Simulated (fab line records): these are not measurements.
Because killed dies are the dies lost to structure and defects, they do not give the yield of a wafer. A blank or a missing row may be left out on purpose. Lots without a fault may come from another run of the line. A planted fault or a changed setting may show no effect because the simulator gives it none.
Chamber matching + flow n5 finfet + N5_SDB_ETCH_25 on rie diel-06 has 4 sister chambers
The step etches SiO2 in C4F6/O2, target depth 10 nm, time 3.3 s. 8 wafers are shown with their chamber, then 11 later ones without.

WAFERS PAIRED WITH THEIR CHAMBERS
| wafer  | chamber | rf vpp V (V) | showerhead plenum p Torr (Torr) |
|--------|---------|--------------|---------------------------------|
| L083.5 | 0       | 684          | 2.89                            |
| L084.5 | 3       | 661          | 2.73                            |
| L085.4 | 0       | 685          | 2.89                            |
| L085.6 | 2       | 640          | 2.92                            |
| L086.2 | 1       | 675          | 2.88                            |
| L086.3 | 2       | 639          | 2.92                            |
| L086.5 | 3       | 662          | 2.72                            |
| L088.1 | 1       | 673          | 2.88                            |

WAFERS MISSING THEIR CHAMBER
| wafer  | rf vpp V (V) | showerhead plenum p Torr (Torr) |
|--------|--------------|---------------------------------|
| L088.3 | 640          | 2.92                            |
| L088.6 | 663          | 2.72                            |
| L090.4 | 638          | 2.92                            |
| L090.5 | 672          | 2.88                            |
| L090.6 | 661          | 2.72                            |
| L091.2 | 663          | 2.72                            |
| L091.4 | 639          | 2.92                            |
| L091.6 | 662          | 2.72                            |
| L094.1 | 682          | 2.89                            |
| L094.2 | 672          | 2.87                            |
| L094.6 | 675          | 2.87                            |

THE CHAMBER EACH PASSED THROUGH
| wafer  | from the rows above | in truth |
|--------|---------------------|----------|
| L088.3 | 2                   | 2        |
| L088.6 | 3                   | 3        |
| L090.4 | 2                   | 2        |
| L090.5 | 1                   | 1        |
| L090.6 | 3                   | 3        |
| L091.2 | 3                   | 3        |
| L091.4 | 2                   | 2        |
| L091.6 | 3                   | 3        |
| L094.1 | 0                   | 0        |
| L094.2 | 1                   | 1        |
| L094.6 | 1                   | 1        |
Correct placement for 11 of the 11. Left unplaced by these rows: 0. 0 placed wrongly.
How it was worked out, from the rows above alone: a wafer's distance from a chamber is the root of the sum, over the readings, of the square of ((its reading less the chamber's mean) divided by the reading's scatter). If the next closest chamber is less than 2 further off than the closest, the wafer can't be placed; otherwise it belongs to the closest. A chamber's mean is the mean of its shown wafers. The scatter: the root of (the sum of the squares of (reading less its chamber's mean) over the shown wafers, divided by (wafers less chambers)).
